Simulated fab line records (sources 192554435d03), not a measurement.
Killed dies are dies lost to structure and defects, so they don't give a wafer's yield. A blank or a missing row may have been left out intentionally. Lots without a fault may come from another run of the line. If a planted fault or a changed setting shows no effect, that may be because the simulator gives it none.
fab line records	flow n5-finfet
record: lots: 7	wafers: 21
route steps=1938 shown BEOL_M0_SAQP@646 BEOL_M1@790 BEOL_M2@870 BEOL_M3@963 BEOL_M4@1047 BEOL_M5@1141
start-h: start of the lot's first displayed wafer, in hours after the record's first day	wait-h: how many hours have passed since the lot's step before this one	" repeats the value in the row above	L1.1+2: a row that stands for several wafers	- either no value or no given start	* or withheld: withheld	< > ~ a bound
route shown NAME@n: names a module that has steps shown in the file, with the first one's number in the route	usual: average and standard deviation across the fault-free wafers	same: alike in all rows	chamber/n: place in a boat	sites: per-site readings	_std_site: the values' standard deviation	_edge_site: outer sites' mean less inner sites'	radius-mm: how far each site lies from the wafer's centre	mask NAME#n: copy n	behind: the last tool/chamber to shape the wafer	hold: reason for holding the lot/hours on hold/outcome of the hold	device: the n, p or np transistor that did not switch	end of line: at the end of the route, the tests of the same wafers	for a step that has no rows: nothing shown but its recipe	killed: not the wafer's yield, but the dies lost to structure and defects at the first sort	map: dies across one wafer; x = killed, . = not, _ = none there
set.NAME: setting as actually run; set.NAME@STEP: the setting as run at that earlier step	model.NAME: the simulator's own value behind a step, which no gauge read
lots where settings were altered on purpose, with a table for each step and a row for each wafer
== steps ==
step: N5_BEOL_M0_SAQP_EXPOSE_11
recipe: mask-id: M0_CORE	na: 1.35	source-shape: dipole	sigma-inner: 0.538	sigma-outer: 0.738	polarization: te	target-cd-nm: 42	dose-mj: 55
lot.wafer	tool	chamber	start-h	wait-h	mask	set.dose-mj
L077.2+5+6	arfi-scanner-02	0	127.91	-	M0_CORE#0	55
L080.2+5	arfi-scanner-02	0	143.36	-	M0_CORE#0	56.85
L080.3	"	0	"	"	M0_CORE#0	55
L085.2+3+5	arfi-scanner-03	0	180.73	-	M0_CORE#0	55
L090.2	arfi-scanner-02	0	206.66	-	M0_CORE#0	56.6
L090.4+6	"	0	"	"	M0_CORE#0	55
L093.1+5	arfi-scanner-02	0	224.62	-	M0_CORE#0	51.23
L093.6	"	0	"	"	M0_CORE#0	55
L096.3+4	arfi-scanner-01	0	241.07	-	M0_CORE#0	55
L096.6	"	0	"	"	M0_CORE#0	52.31
L097.3+5+6	arfi-scanner-01	0	249.59	-	M0_CORE#0	55
step: N5_BEOL_M0_SAQP_PEB_12
recipe: peb-temp-c: withheld	peb-time-s: 60	resist: CAR-ArF
step: N5_BEOL_M0_SAQP_DEVELOP_13
recipe: develop-time-s: 30	developer: TMAH	resist: CAR-ArF	dev-temp-c: 23	rinse-liquid: diw	dry: air-spin
step: N5_BEOL_M0_SAQP_DESCUM_19
recipe: chemistry: O2	time-s: 7.9	source-power-w: 50	bias-power-w: 20	pressure-mtorr: 20	rf-frequency-hz: 2.712e+07	temp-c: 40	resist: CAR-ArF	o2-flow-sccm: 225
step: N5_BEOL_M0_SAQP_ETCH_83
recipe: chemistry: CF4	target: SiARC	target-depth-a: 390	mask-material: CAR-ArF	time-s: 65	ion-energy-ev: 80	pressure-mtorr: 40	source-w: 545	bias-w: 36	Ar_flow_sccm: 100	cf4-flow-sccm: 100	ends: cleared
step: N5_BEOL_M0_SAQP_ETCH_84
recipe: chemistry: N2/H2	target: SOC	target-depth-a: 1000	overetch-a: 200	mask-material: SiARC	temp-c: 40	time-s: 150	ion-energy-ev: 200	pressure-mtorr: 30	source-w: 840	bias-w: 150	n2-flow-sccm: 200	h2-flow-sccm: 200
lot.wafer	tool	chamber	start-h	wait-h	set.spin-rpm@BEOL_M0_SAQP_COAT_81	model.etch.depth-nm
L077.2	rie-diel-04	2	128.35	0.0	1500	99.52
L077.5	"	2	"	"	1609	96.27
L077.6	"	1	"	"	1500	99.39
L080.2	rie-diel-04	1	143.66	0.0	1500	100.3
L080.3	"	3	"	"	1500	100.5
L080.5	"	0	"	"	1557	98.48
L085.2	rie-diel-04	1	181.02	0.0	1500	99.92
L085.3	"	0	"	"	1500	99.94
L085.5	"	3	"	"	1500	100.3
L090.2	rie-diel-03	1	207.05	0.0	1557	97.89
L090.4	"	0	"	"	1557	97.95
L090.6	"	3	"	"	1500	99.74
L093.1	rie-diel-03	3	224.92	0.0	1500	100.2
L093.5	"	0	"	"	1500	100.3
L093.6	"	1	"	"	1500	100.5
L096.3	rie-diel-04	0	241.80	0.0	1420	103.3
L096.4	"	2	"	"	1420	103.1
L096.6	"	3	"	"	1500	100.2
L097.3+6	rie-diel-04	1	250.93	0.0	1346	105.4
L097.5	"	0	"	"	1500	99.64
step: N5_BEOL_M0_SAQP_STRIP_80
recipe: chemistry: N2/H2	temp-c: 40	n2-flow-sccm: 200	h2-flow-sccm: 200	rf-frequency-hz: 6e+07
step: N5_BEOL_M0_SAQP_HM_OPEN_112
recipe: chemistry: CHF3/O2	target: SiO2	stop-on: a-Si	target-depth-a: 120	over-etch-frac: 1.25	mask-material: SOC	time-s: 13.5	pressure-mtorr: 30	source-w: 650	bias-w: 170	Ar_flow_sccm: 200	CHF3_flow_sccm: 50	O2_flow_sccm: 5	ion-energy-ev: 200	ends: end-point
step: N5_BEOL_M0_SAQP_STRIP_113
recipe: chemistry: CHF3/O2	resist: SiARC	rf-frequency-hz: 6e+07
step: N5_BEOL_M0_SAQP_MANDREL_ETCH_20
recipe: target-depth-a: 600	chemistry: HBr/Cl2	target: a-Si	stop-on: SiNx	bt-time-s: 10	mask-material: SOC	over-etch-frac: 0.5	time-s: 30	pressure-mtorr: 10	icp-w: 800	bias-w: 75	HBr_flow_sccm: 150	Cl2_flow_sccm: 80	ends: end-point
lot.wafer	tool	chamber	start-h	wait-h	set.spin-rpm@BEOL_M0_SAQP_COAT_81	model.SOC_of_BEOL_M0_SAQP_COAT_81.thk-nm
L077.2	rie-si-02	3	128.54	0.0	1500	75.6
L077.5	"	3	"	"	1609	72.4
L077.6	"	1	"	"	1500	74.6
L080.2	rie-si-02	3	143.85	0.0	1500	76.8
L080.3	"	0	"	"	1500	76.6
L080.5	"	0	"	"	1557	74.6
L085.2	rie-si-04	2	181.21	0.0	1500	75.6
L085.3	"	3	"	"	1500	75.4
L085.5	"	2	"	"	1500	76
L090.2	rie-si-02	2	207.24	0.0	1557	75
L090.4	"	0	"	"	1557	74
L090.6	"	3	"	"	1500	76.4
L093.1	rie-si-03	2	225.11	0.0	1500	76
L093.5	"	3	"	"	1500	77.2
L093.6	"	0	"	"	1500	76.4
L096.3	rie-si-03	0	241.99	0.0	1420	79.8
L096.4	"	3	"	"	1420	80.4
L096.6	"	0	"	"	1500	76.6
L097.3+6	rie-si-04	1	251.12	0.0	1346	82.4
L097.5	"	0	"	"	1500	76.2
step: N5_BEOL_M1_ETCH_77
recipe: chemistry: N2/H2	target: underlayer	target-depth-a: 65	mask-material: CAR-EUV	time-s: 5.2	ion-energy-ev: 200	pressure-mtorr: 30	source-w: 840	bias-w: 150	n2-flow-sccm: 200	h2-flow-sccm: 200	ends: cleared
usual: rf-vpp-V: 523.7/2.3
lot.wafer	tool	chamber	start-h	wait-h	set.source-w	rf-vpp-V
L077.2	rie-diel-06	0	142.39	0.0	878.9	513.4
L077.5	"	0	"	"	878.9	513.2
L077.6	"	2	"	"	840	522.6
L080.2	rie-diel-03	2	159.21	0.0	840	523.8
L080.3	"	1	"	"	907.5	514.5
L080.5	"	0	"	"	907.5	509.6
L085.2	rie-diel-03	0	196.43	0.0	840	524.6
L085.3	"	3	"	"	840	524.2
L085.5	"	3	"	"	840	525.3
L090.2	rie-diel-04	0	220.34	0.0	840	523.4
L090.4	"	2	"	"	780.3	531.9
L090.6	"	0	"	"	840	522.0
L093.1	rie-diel-06	3	242.20	0.0	952.6	504.2
L093.5	"	0	"	"	840	520.1
L093.6	"	3	"	"	840	525.5
L096.3	rie-diel-04	3	255.63	0.0	840	522.1
L096.4	"	0	"	"	840	523.2
L096.6	"	1	"	"	840	523.7
L097.3	rie-diel-04	2	267.15	0.0	840	528.2
L097.5	"	3	"	"	840	521.1
L097.6	"	2	"	"	754.6	547.8
step: N5_BEOL_M2_COAT_22
recipe: resist: CAR-EUV	spin-rpm: 1500	resist-thk-nm: 30
lot.wafer	tool	chamber	start-h	wait-h	set.spin-rpm	model.CAR-EUV_of_BEOL_M2_COAT_22.thk-nm
L077.2+5+6	litho-track-03	0	-	-	1500	30
L080.2+5	litho-track-03	0	-	-	1631	28.8
L080.3	"	0	"	"	1500	30
L085.2+3+5	litho-track-05	0	-	-	1500	30
L090.2+4	litho-track-04	0	-	-	1439	30.8
L090.6	"	0	"	"	1500	30.2
L093.1+6	litho-track-04	0	-	-	1617	29
L093.5	"	0	"	"	1500	30
L096.3+6	litho-track-03	0	-	-	1332	31.8
L096.4	"	0	"	"	1500	30
L097.3+5	litho-track-05	0	-	-	1546	29.6
L097.6	"	0	"	"	1500	30
step: N5_BEOL_M2_DESCUM_33
recipe: chemistry: O2	time-s: 7	source-power-w: 50	bias-power-w: 20	pressure-mtorr: 20	rf-frequency-hz: 2.712e+07	temp-c: 40	resist: CAR-EUV	o2-flow-sccm: 225
lot.wafer	tool	chamber	start-h	wait-h	set.time-s	set.spin-rpm@BEOL_M2_COAT_22	model.CAR-EUV_of_BEOL_M2_COAT_22.thk-nm
L077.2+5	rie-diel-05	2	162.23	0.2	7	1500	26
L077.6	"	3	"	"	7.581	1500	25.8
L080.2	rie-diel-05	2	169.95	0.0	7	1631	24.8
L080.3	"	1	"	"	7	1500	26.2
L080.5	"	3	"	"	7	1631	25
L085.2+3+5	rie-diel-01	1,1,2	213.44	0.2	7	1500	26
L090.2	rie-diel-05	0	230.69	0.0	6.433	1439	27.2
L090.4	"	2	"	"	7	1439	26.8
L090.6	"	2	"	"	6.433	1500	26.4
L093.1+6	rie-diel-05	2	252.20	0.5	7	1617	25
L093.5	"	0	"	"	7.437	1500	26
L096.3	rie-diel-02	2	268.35	0.9	8.26	1332	27.4
L096.4	"	2	"	"	7	1500	26.2
L096.6	"	0	"	"	8.26	1332	27.2
L097.3	rie-diel-05	1	281.43	0.1	7	1546	25.6
L097.5	"	2	"	"	7	1546	25.8
L097.6	"	1	"	"	7	1500	26
step: N5_BEOL_M2_ETCH_77
recipe: chemistry: N2/H2	target: underlayer	target-depth-a: 65	mask-material: CAR-EUV	time-s: 5.2	ion-energy-ev: 200	pressure-mtorr: 30	source-w: 840	bias-w: 150	n2-flow-sccm: 200	h2-flow-sccm: 200	ends: cleared
lot.wafer	tool	chamber	start-h	wait-h	set.spin-rpm@BEOL_M2_COAT_22	set.time-s@BEOL_M2_DESCUM_33	model.CAR-EUV_of_BEOL_M2_COAT_22.thk-nm
L077.2+5	rie-diel-05	2	162.27	0.0	1500	7	20.4
L077.6	"	3	"	"	1500	7.581	20.2
L080.2+5	rie-diel-05	2,3	169.98	0.0	1631	7	19.2
L080.3	"	1	"	"	1500	7	20.4
L085.2	rie-diel-01	1	213.49	0.0	1500	7	20.2
L085.3+5	"	1,2	"	"	1500	7	20.4
L090.2	rie-diel-05	0	230.73	0.0	1439	6.433	21.4
L090.4	"	2	"	"	1439	7	21
L090.6	"	2	"	"	1500	6.433	20.8
L093.1+6	rie-diel-05	2	252.23	0.0	1617	7	19.2
L093.5	"	0	"	"	1500	7.437	20.2
L096.3	rie-diel-02	2	268.39	0.0	1332	8.26	21.6
L096.4	"	2	"	"	1500	7	20.6
L096.6	"	0	"	"	1332	8.26	21.4
L097.3+5	rie-diel-05	1,2	281.46	0.0	1546	7	20
L097.6	"	1	"	"	1500	7	20.4
step: N5_BEOL_M2_ETCH_69
recipe: chemistry: CF4	target: SiARC	target-depth-a: 156	mask-material: CAR-EUV	time-s: 26	ion-energy-ev: 80	pressure-mtorr: 40	source-w: 545	bias-w: 36	Ar_flow_sccm: 100	cf4-flow-sccm: 100	ends: cleared
lot.wafer	tool	chamber	start-h	wait-h	set.spin-rpm@BEOL_M2_COAT_22	set.time-s@BEOL_M2_DESCUM_33	model.CAR-EUV_of_BEOL_M2_COAT_22.thk-nm
L077.2+5	rie-diel-05	2	162.28	0.0	1500	7	11.2
L077.6	"	3	"	"	1500	7.581	11
L080.2+5	rie-diel-05	2,3	170.00	0.0	1631	7	10
L080.3	"	1	"	"	1500	7	11.2
L085.2+3	rie-diel-01	1	213.51	0.0	1500	7	11
L085.5	"	2	"	"	1500	7	11.2
L090.2	rie-diel-05	0	230.75	0.0	1439	6.433	12.2
L090.4	"	2	"	"	1439	7	11.8
L090.6	"	2	"	"	1500	6.433	11.6
L093.1+6	rie-diel-05	2	252.25	0.0	1617	7	10
L093.5	"	0	"	"	1500	7.437	11
L096.3	rie-diel-02	2	268.40	0.0	1332	8.26	12.4
L096.4	"	2	"	"	1500	7	11.4
L096.6	"	0	"	"	1332	8.26	12.2
L097.3+5	rie-diel-05	1,2	281.48	0.0	1546	7	10.8
L097.6	"	1	"	"	1500	7	11.2
step: N5_BEOL_M3_EXPOSE_25
recipe: mask-id: V2	na: 0.33	source-shape: quasar	sigma-inner: 0.2	sigma-outer: 0.8	polarization: unpolarized	defocus-nm: 5	dose-mj: 63
lot.wafer	tool	chamber	start-h	wait-h	mask	set.dose-mj
L077.2+6	euv-scanner-02	0	177.79	-	V2#0	59.48
L077.5	"	0	"	"	V2#0	63
L080.2+3	euv-scanner-02	0	188.88	-	V2#0	66.53
L080.5	"	0	"	"	V2#0	63
L085.2+3+5	euv-scanner-01	0	230.27	-	V2#0	63
L090.2	euv-scanner-01	0	242.34	-	V2#0	63
L090.4+6	"	0	"	"	V2#0	65.91
L093.1+5	euv-scanner-01	0	260.43	-	V2#0	63
L093.6	"	0	"	"	V2#0	66.63
L096.3+4	euv-scanner-01	0	282.85	-	V2#0	59.24
L096.6	"	0	"	"	V2#0	63
L097.3	euv-scanner-02	0	295.25	-	V2#0	63
L097.5+6	"	0	"	"	V2#0	65.81
step: N5_BEOL_M3_PEB_26
recipe: peb-temp-c: 100	peb-time-s: 60	resist: CAR-EUV
step: N5_BEOL_M3_DEVELOP_27
recipe: develop-time-s: 30	developer: TMAH	resist: CAR-EUV	rinse-liquid: surfactant-rinse	dry: air-spin	dev-temp-c: 23
step: N5_BEOL_M3_CD_MEAS_28
recipe: target-cd-nm: 25.7	landing-energy-ev: 500	detector: se-inlens	target-cd-y-nm: 23.3	polarity: opening
usual: cd-nm: 25.64/0.26
lot.wafer	tool	chamber	start-h	wait-h	set.dose-mj@BEOL_M3_EXPOSE_25	cd-nm
L077.2	cd-sem-01	0	177.92	-	59.48	24.66
L077.5	"	0	"	"	63	25.61
L077.6	"	0	"	"	59.48	24.79
L080.2	cd-sem-03	0	189.01	-	66.53	26.68
L080.3	"	0	"	"	66.53	26.90
L080.5	"	0	"	"	63	26.05
L085.2	cd-sem-01	0	230.41	-	63	25.28
L085.3	"	0	"	"	63	25.18
L085.5	"	0	"	"	63	25.41
L090.2	cd-sem-02	0	242.48	-	63	25.69
L090.4	"	0	"	"	65.91	26.64
L090.6	"	0	"	"	65.91	26.66
L093.1	cd-sem-02	0	260.58	-	63	25.18
L093.5	"	0	"	"	63	25.43
L093.6	"	0	"	"	66.63	26.41
L096.3	cd-sem-01	0	282.98	-	59.24	24.64
L096.4	"	0	"	"	59.24	24.71
L096.6	"	0	"	"	63	25.50
L097.3	cd-sem-01	0	295.38	-	63	25.56
L097.5	"	0	"	"	65.81	26.15
L097.6	"	0	"	"	65.81	26.33
step: N5_BEOL_M4_COAT_67
recipe: resist: SOC	temp-c: 250	time-s: 60	spin-rpm: 1500	resist-thk-nm: 60
lot.wafer	tool	chamber	start-h	wait-h	set.spin-rpm	model.SOC_of_BEOL_M4_COAT_67.thk-nm
L077.2+6	litho-track-05	0	200.23	0.0	1649	57.2
L077.5	"	0	"	"	1500	59.8
L080.2+3	litho-track-01	0	207.06	0.0	1500	60
L080.5	"	0	"	"	1500	60.2
L085.2+5	litho-track-01	0	242.90	0.0	1500	59.6
L085.3	"	0	"	"	1500	59.8
L090.2	litho-track-04	0	257.34	0.0	1353	63.4
L090.4	"	0	"	"	1500	60.2
L090.6	"	0	"	"	1353	63.2
L093.1	litho-track-04	0	277.36	0.0	1500	60.2
L093.5	"	0	"	"	1500	60.4
L093.6	"	0	"	"	1362	63.2
L096.3+6	litho-track-05	0	296.52	0.0	1500	60
L096.4	"	0	"	"	1500	60.2
L097.3+5+6	litho-track-05	0	306.90	0.0	1500	59.8
step: N5_BEOL_M4_COAT_68
recipe: resist: SiARC	temp-c: 220	time-s: 60	spin-rpm: 1500	resist-thk-nm: 12
lot.wafer	tool	chamber	start-h	wait-h	set.spin-rpm	model.SiARC_of_BEOL_M4_COAT_68.thk-nm
L077.2	litho-track-05	0	-	-	1390	12.4
L077.5+6	"	0	"	"	1500	12
L080.2+3+5	litho-track-01	0	-	-	1500	12
L085.2+3+5	litho-track-01	0	-	-	1500	12
L090.2+4	litho-track-04	0	-	-	1416	12.4
L090.6	"	0	"	"	1500	12
L093.1+6	litho-track-04	0	-	-	1500	12
L093.5	"	0	"	"	1404	12.4
L096.3+4	litho-track-05	0	-	-	1500	12
L096.6	"	0	"	"	1388	12.4
L097.3+5	litho-track-05	0	-	-	1569	11.6
L097.6	"	0	"	"	1500	12
step: N5_BEOL_M4_COAT_76
recipe: resist: underlayer	temp-c: 205	time-s: 60	spin-rpm: 1500	resist-thk-nm: 5
step: N5_BEOL_M4_COAT_22
recipe: resist: CAR-EUV	spin-rpm: 1500	resist-thk-nm: 30
step: N5_BEOL_M4_DESCUM_33
recipe: chemistry: O2	time-s: 7	source-power-w: 50	bias-power-w: 20	pressure-mtorr: 20	rf-frequency-hz: 2.712e+07	temp-c: 40	resist: CAR-EUV	o2-flow-sccm: 225
step: N5_BEOL_M4_ETCH_77
recipe: chemistry: N2/H2	target: underlayer	target-depth-a: 65	mask-material: CAR-EUV	time-s: 5.2	ion-energy-ev: 200	pressure-mtorr: 30	source-w: 840	bias-w: 150	n2-flow-sccm: 200	h2-flow-sccm: 200	ends: cleared
step: N5_BEOL_M4_ETCH_69
recipe: chemistry: CF4	target: SiARC	target-depth-a: 156	mask-material: CAR-EUV	time-s: 26	ion-energy-ev: 80	pressure-mtorr: 40	source-w: 545	bias-w: 36	Ar_flow_sccm: 100	cf4-flow-sccm: 100	ends: cleared
lot.wafer	tool	chamber	start-h	wait-h	set.spin-rpm@BEOL_M4_COAT_68	model.etch.depth-nm
L077.2	rie-diel-05	1	200.81	0.0	1390	12.46
L077.5	"	3	"	"	1500	11.98
L077.6	"	2	"	"	1500	12.01
L080.2+3	rie-diel-05	1,2	207.52	0.0	1500	12.05
L080.5	"	2	"	"	1500	12.04
L085.2	rie-diel-02	0	244.23	0.0	1500	11.97
L085.3	"	1	"	"	1500	11.95
L085.5	"	0	"	"	1500	11.98
L090.2	rie-diel-02	1	257.93	0.0	1416	12.34
L090.4	"	2	"	"	1416	12.33
L090.6	"	1	"	"	1500	11.98
L093.1	rie-diel-05	0	277.89	0.0	1500	12.04
L093.5	"	1	"	"	1404	12.45
L093.6	"	0	"	"	1500	11.97
L096.3	rie-diel-02	3	296.98	0.0	1500	11.99
L096.4	"	0	"	"	1500	11.98
L096.6	"	1	"	"	1388	12.43
L097.3	rie-diel-01	2	307.39	0.0	1569	11.67
L097.5	"	3	"	"	1569	11.68
L097.6	"	2	"	"	1500	11.96
step: N5_BEOL_M4_ALD_98
recipe: material: SiO2	target-thk-a: 25	temp-c: 100	ald-precursor-family: BDEAS	ald-co-reactant: O2-plasma	pulse-time-s: 1	co-reactant-pulse-time-s: 1	purge-time-s: 2	co-reactant-purge-time-s: 2	ald-cycles: 17	pressure-torr: 2
step: N5_BEOL_M4_ETCHBACK_99
recipe: chemistry: CHF3	target: SiO2	target-depth-a: 50	time-s: 10.4	source-w: 215	bias-w: 47	Ar_flow_sccm: 200	CHF3_flow_sccm: 12	ion-energy-ev: 100	pressure-mtorr: 30
step: N5_BEOL_M4_ETCH_70
recipe: chemistry: N2/H2	target: SOC	target-depth-a: 800	overetch-a: 240	mask-material: SiARC	temp-c: 40	time-s: 130	ion-energy-ev: 200	pressure-mtorr: 30	source-w: 840	bias-w: 150	n2-flow-sccm: 200	h2-flow-sccm: 200
lot.wafer	tool	chamber	start-h	wait-h	set.spin-rpm@BEOL_M4_COAT_67	model.etch.depth-nm
L077.2	rie-diel-05	1	202.42	0.0	1649	57.14
L077.5	"	3	"	"	1500	59.78
L077.6	"	2	"	"	1649	57.22
L080.2	rie-diel-02	3	214.70	0.0	1500	59.97
L080.3	"	0	"	"	1500	60.07
L080.5	"	3	"	"	1500	60.11
L085.2+5	rie-diel-02	2	245.74	0.0	1500	59.65
L085.3	"	1	"	"	1500	59.77
L090.2	rie-diel-01	1	265.94	0.0	1353	63.48
L090.4	"	0	"	"	1500	60.17
L090.6	"	3	"	"	1353	63.24
L093.1	rie-diel-02	0	281.32	0.0	1500	60.22
L093.5	"	2	"	"	1500	60.34
L093.6	"	1	"	"	1362	63.3
L096.3	rie-diel-05	0	303.61	0.0	1500	60.02
L096.4	"	0	"	"	1500	60.16
L096.6	"	2	"	"	1500	59.91
L097.3	rie-diel-02	3	314.17	0.0	1500	59.87
L097.5	"	3	"	"	1500	59.73
L097.6	"	0	"	"	1500	59.82
step: N5_BEOL_M4_STRIP_71
recipe: chemistry: N2/H2	temp-c: 40	n2-flow-sccm: 200	h2-flow-sccm: 200	rf-frequency-hz: 6e+07
step: N5_BEOL_M4_STRIP_78
recipe: chemistry: N2/H2	temp-c: 40	n2-flow-sccm: 200	h2-flow-sccm: 200	rf-frequency-hz: 6e+07
step: N5_BEOL_M4_VIA_ETCH_34
recipe: chemistry: C4F6/O2	target-depth-a: 694	mask-material: SOC	pressure-mtorr: 15	ion-energy-ev: 250	taper-deg: 4	time-s: 65.9	source-w: 350	bias-w: 170	Ar_flow_sccm: 300	C4F6_flow_sccm: 10	O2_flow_sccm: 10
lot.wafer	tool	chamber	start-h	wait-h	set.spin-rpm@BEOL_M4_COAT_67	model.SOC_of_BEOL_M4_COAT_67.thk-nm
L077.2	rie-diel-05	1	202.53	0.0	1649	49.4
L077.5	"	3	"	"	1500	51.8
L077.6	"	2	"	"	1649	49.2
L080.2	rie-diel-02	3	214.81	0.0	1500	51.8
L080.3+5	"	0,3	"	"	1500	52
L085.2+3+5	rie-diel-02	2,1,2	245.85	0.0	1500	51.8
L090.2	rie-diel-01	1	266.04	0.0	1353	55
L090.4	"	0	"	"	1500	51.6
L090.6	"	3	"	"	1353	55.2
L093.1	rie-diel-02	0	281.43	0.0	1500	52.2
L093.5	"	2	"	"	1500	52.6
L093.6	"	1	"	"	1362	55.4
L096.3	rie-diel-05	0	303.72	0.0	1500	52
L096.4	"	0	"	"	1500	52.2
L096.6	"	2	"	"	1500	51.6
L097.3+6	rie-diel-02	3,0	314.27	0.0	1500	51.8
L097.5	"	3	"	"	1500	51.6
step: N5_BEOL_M5_COAT_74
recipe: resist: underlayer	temp-c: 205	time-s: 60	spin-rpm: 1500	resist-thk-nm: 5
lot.wafer	tool	chamber	start-h	wait-h	set.spin-rpm
L077.2+5+6	litho-track-05	0	-	-	1500
L080.2	litho-track-05	0	-	-	1500
L080.3+5	"	0	"	"	1551
L085.2+3+5	litho-track-05	0	-	-	1500
L090.2	litho-track-05	0	-	-	1407
L090.4+6	"	0	"	"	1500
L093.1+6	litho-track-02	0	-	-	1644
L093.5	"	0	"	"	1500
L096.3+4+6	litho-track-05	0	-	-	1500
L097.3+5	litho-track-03	0	-	-	1625
L097.6	"	0	"	"	1500
== key ==
split: step: N5_BEOL_M0_SAQP_EXPOSE_11	setting: dose-mj	stated: 55	by: wafer
response none clear
split: step: N5_BEOL_M1_ETCH_77	setting: source-w	stated: 840	by: wafer
response: step: N5_BEOL_M1_ETCH_77	reading: rf-vpp-V	change: -1.64	per: 1%	r: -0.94
split: step: N5_BEOL_M2_COAT_22	setting: spin-rpm	stated: 1500	by: wafer
response: step: N5_BEOL_M2_COAT_22	reading: model.CAR-EUV_of_BEOL_M2_COAT_22.thk-nm	change: -0.146	per: 1%	r: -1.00
response: step: N5_BEOL_M2_DESCUM_33	reading: model.CAR-EUV_of_BEOL_M2_COAT_22.thk-nm	change: -0.121	per: 1%	r: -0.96
response: step: N5_BEOL_M2_ETCH_77	reading: model.CAR-EUV_of_BEOL_M2_COAT_22.thk-nm	change: -0.108	per: 1%	r: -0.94
response: step: N5_BEOL_M2_ETCH_69	reading: model.CAR-EUV_of_BEOL_M2_COAT_22.thk-nm	slope: -0.141	per: 1%	together-with: time-s@BEOL_M2_DESCUM_33	explained: 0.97
split: step: N5_BEOL_M2_DESCUM_33	setting: time-s	stated: 7	by: wafer
response: step: N5_BEOL_M2_DESCUM_33	reading: model.CAR-EUV_of_BEOL_M2_COAT_22.thk-nm	slope: -0.0312	per: 1%	together-with: spin-rpm@BEOL_M2_COAT_22	explained: 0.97
response: step: N5_BEOL_M2_ETCH_77	reading: model.CAR-EUV_of_BEOL_M2_COAT_22.thk-nm	slope: -0.0354	per: 1%	together-with: spin-rpm@BEOL_M2_COAT_22	explained: 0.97
response: step: N5_BEOL_M2_ETCH_69	reading: model.CAR-EUV_of_BEOL_M2_COAT_22.thk-nm	slope: -0.0354	per: 1%	together-with: spin-rpm@BEOL_M2_COAT_22	explained: 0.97
split: step: N5_BEOL_M3_EXPOSE_25	setting: dose-mj	stated: 63	by: wafer
response: step: N5_BEOL_M3_CD_MEAS_28	reading: cd-nm	change: +0.161	per: 1%	r: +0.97
split: step: N5_BEOL_M4_COAT_67	setting: spin-rpm	stated: 1500	by: wafer
response: step: N5_BEOL_M4_COAT_67	reading: model.SOC_of_BEOL_M4_COAT_67.thk-nm	change: -0.297	per: 1%	r: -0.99
response: step: N5_BEOL_M4_ETCH_70	reading: model.etch.depth-nm	change: -0.304	per: 1%	r: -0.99
response: step: N5_BEOL_M4_VIA_ETCH_34	reading: model.SOC_of_BEOL_M4_COAT_67.thk-nm	change: -0.31	per: 1%	r: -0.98
split: step: N5_BEOL_M4_COAT_68	setting: spin-rpm	stated: 1500	by: wafer
response: step: N5_BEOL_M4_COAT_68	reading: model.SiARC_of_BEOL_M4_COAT_68.thk-nm	change: -0.0619	per: 1%	r: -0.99
response: step: N5_BEOL_M4_ETCH_69	reading: model.etch.depth-nm	change: -0.0635	per: 1%	r: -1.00
split: step: N5_BEOL_M5_COAT_74	setting: spin-rpm	stated: 1500	by: wafer
response none in this file
split outside-this-file step=N5_BEOL_M0_SAQP_COAT_81 setting=spin-rpm
split outside-this-file: this setting was split too, and the file shows its column; the key of that split is in another file
